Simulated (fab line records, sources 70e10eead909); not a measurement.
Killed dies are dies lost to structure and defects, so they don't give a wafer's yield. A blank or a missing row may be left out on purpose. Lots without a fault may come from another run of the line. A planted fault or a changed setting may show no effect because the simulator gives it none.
One fault seen from 2 desks | flow nand_harc | each desk has only its own numbers; what lay behind them comes last

THE TOOL OWNER'S DESK: pvd_sputter-02
The tool's own readings at NHARC_P_M0_PVD_20 (deposits TaN, target thk 5 nm, time 8.06 s): means of the sampled wafers that have a number, for each lot that ran on this tool. A lot is out of limits, marked OUT, if its mean lies more than 4 standard deviations from the usual mean; the brackets give that distance.
Columns: A = bias_v at NHARC_P_M0_PVD_20, usual 168.8 V; B = cathode_dc_power_W at NHARC_P_M0_PVD_20, usual 15000 W; C = throttle_valve_pct at NHARC_P_M0_PVD_20, usual 29.8 %
lot  | first seen here | A     | B     | C
L781 | day 12 05:58    | 169.1 | 15001 | 28.4
L786 | day 13 22:32    | 167.8 | 15001 | 29.0
L789 | day 15 11:27    | 168.8 | 15002 | 30.5
L790 | day 15 20:28    | 169.6 | 15002 | 29.0
This desk's finding: nothing out of limits on any of the 4 lots.

THE METROLOGY DESK
What the gauges read, lot by lot, whatever tool the lot ran on: means of the sampled wafers that have a number. A lot is out of limits, marked OUT, if its mean lies more than 4 standard deviations from the usual mean; the brackets give that distance.
Columns: A = cd_nm at NHARC_P_M0_CD_MEAS_09, usual 90.2 nm
lot  | first seen here | A
L768 | day 6 13:14     | 89.9
L769 | day 7 01:40     | 90.1
L770 | day 7 04:51     | 89.2
L775 | day 9 10:27     | 89.5
L776 | day 9 20:30     | 89.4
L782 | day 12 02:39    | 90.8
L781 | day 12 04:41    | 89.4
L783 | day 13 00:46    | 90.4
L784 | day 13 02:16    | 90.5
L785 | day 13 13:25    | 90.1
L786 | day 13 21:11    | 90.2
L788 | day 14 19:34    | 90.0
L789 | day 15 10:10    | 90.6
L790 | day 15 19:08    | 90.3
This desk's finding: nothing out of limits on any of the 14 lots.

PUT TOGETHER
The tool owner's desk saw nothing out of limits.
The metrology desk saw nothing out of limits.

WHAT THE SIMULATOR HAD PUT IN
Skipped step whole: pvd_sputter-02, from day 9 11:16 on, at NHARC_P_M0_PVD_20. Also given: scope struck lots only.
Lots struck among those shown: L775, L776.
